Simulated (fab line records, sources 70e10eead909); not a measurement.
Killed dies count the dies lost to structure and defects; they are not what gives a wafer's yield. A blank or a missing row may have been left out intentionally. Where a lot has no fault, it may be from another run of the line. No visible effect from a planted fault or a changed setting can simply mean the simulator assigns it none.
Comparing a struck lot with a sound one :: flow nand_harc :: 13 steps out of a route of 1159
Sound: the wafers L958.2, L958.4, L958.5. Struck: wafer L971.3 (left out: L971.1, L971.5 of the same lot, which were not struck); the cause appears at the end.
At each step with rows: each side's tool, then ch and its chambers, then its first start. Under that, the readings that differ: sound wafers :: struck wafers :: difference of the means :: sigmas: that difference in standard deviations of wafers without a fault.
alike: words and numbers the same on both sides, and readings whose means are apart by under 2 such deviations; not compared: readings that were withheld, readings missing a value for some wafer, numbers with overlapping values and no deviation given by the record, and bounds like >300 which may hide the same value.
Wherever a step has rows on one side only, a row that says differs or no value, or a row with sigmas, the two part there. When numbers do not overlap yet have no deviation, they are printed without sigmas and do not part them. A reading missing from all wafers of one side parts the sides only when that side holds two or more wafers.

first, 1 step without rows for these wafers: NHARC_A_SLIT_SRD_20.
NHARC_A_SLIT_CD_MEAS_21:
  sound on cd_sem-01 at day 15 01:41; struck on cd_sem-03 at day 18 23:13
  alike: cd_nm
then, 3 steps without rows for these wafers: NHARC_A_SIN_REMOVE_WET_00 (chemistry H3PO4, time 15300 s); NHARC_A_SIN_REMOVE_PRECLEAN_01 (cleans in SC1); NHARC_A_SIN_REMOVE_SRD_02.
NHARC_A_SIN_REMOVE_INSPECT_04:
  sound on defect_inspect-01 at day 15 07:52; struck on defect_inspect-01 at day 19 06:54
  alike: raw_defect_count
NHARC_A_WL_FILL_ALD_00: deposits Al2O3, target thk 3 nm, pulse time 3 s, ald cycles 30.
  sound on ald_hk-03 ch 0,2,3, day 15 08:52; struck on ald_hk-03 ch 0, day 19 07:01
  alike: heater_power_w, precursor_pulse_height_rel
NHARC_A_WL_FILL_RTA_01: time 5 s.
  sound on rtp_anneal-02 ch 0, day 15 09:10; struck on rtp_anneal-02 ch 0, day 19 07:19
  alike: lamp_power_pct, wafer_temp_C_max
NHARC_A_WL_FILL_ALD_02: deposits TiN, target thk 2 nm, pulse time 3 s, ald cycles 100.
  sound on ald_metal-04 ch 0,2,3, day 15 09:26; struck on ald_metal-02 ch 1, day 19 07:34
  alike: heater_power_w, precursor_pulse_height_rel
NHARC_A_WL_FILL_CVD_03: deposits W, target thk 40 nm, time 3302 s.
  sound on cvd_w-01 ch 0,1, day 15 11:20; struck on cvd_w-01 ch 0, day 19 12:30
  alike: heater_power_w, throttle_valve_pct
NHARC_A_WL_FILL_ETCHBACK_04: etches the open film in NF3, target depth 60 nm, time 120 s.
  sound on rie_metal-03 ch 1, day 15 14:40; struck on rie_metal-03 ch 0, day 19 15:20
reading: oes_product_au (a.u.)
sound: 1.016 1.015 1.024
struck: 0.753
difference: -0.265
sigmas: -33
  alike: drypump_motor_current_A
  not compared: rf_hours_counter_h
NHARC_A_WL_FILL_ETCHBACK_05: etches the open film in Cl2/BCl3, target depth 22 nm, time 60 s.
  sound on rie_metal-03 ch 0,1, day 15 14:53; struck on rie_metal-03 ch 0, day 19 15:35
  alike: drypump_motor_current_A, oes_product_au
  not compared: rf_hours_counter_h
-- break in the record here, with 5 days between the starts of the struck wafers on either side (left off in module A_WL_FILL, picked up again in module END, where the first step shown is number 1159 on the route) --
NHARC_END_SORT_01:
  at this point the record logs the struck wafers (prober-01 ch 0, day 24 11:20) and has no rows for the sound ones

== WHERE THEY PART ==
At NHARC_A_WL_FILL_ETCHBACK_04 first; at NHARC_END_SORT_01 last (within this record only).

WHY: whatever the simulator had introduced
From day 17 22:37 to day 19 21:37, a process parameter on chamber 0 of rie_metal-03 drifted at NHARC_A_WL_FILL_ETCHBACK_04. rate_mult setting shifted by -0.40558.
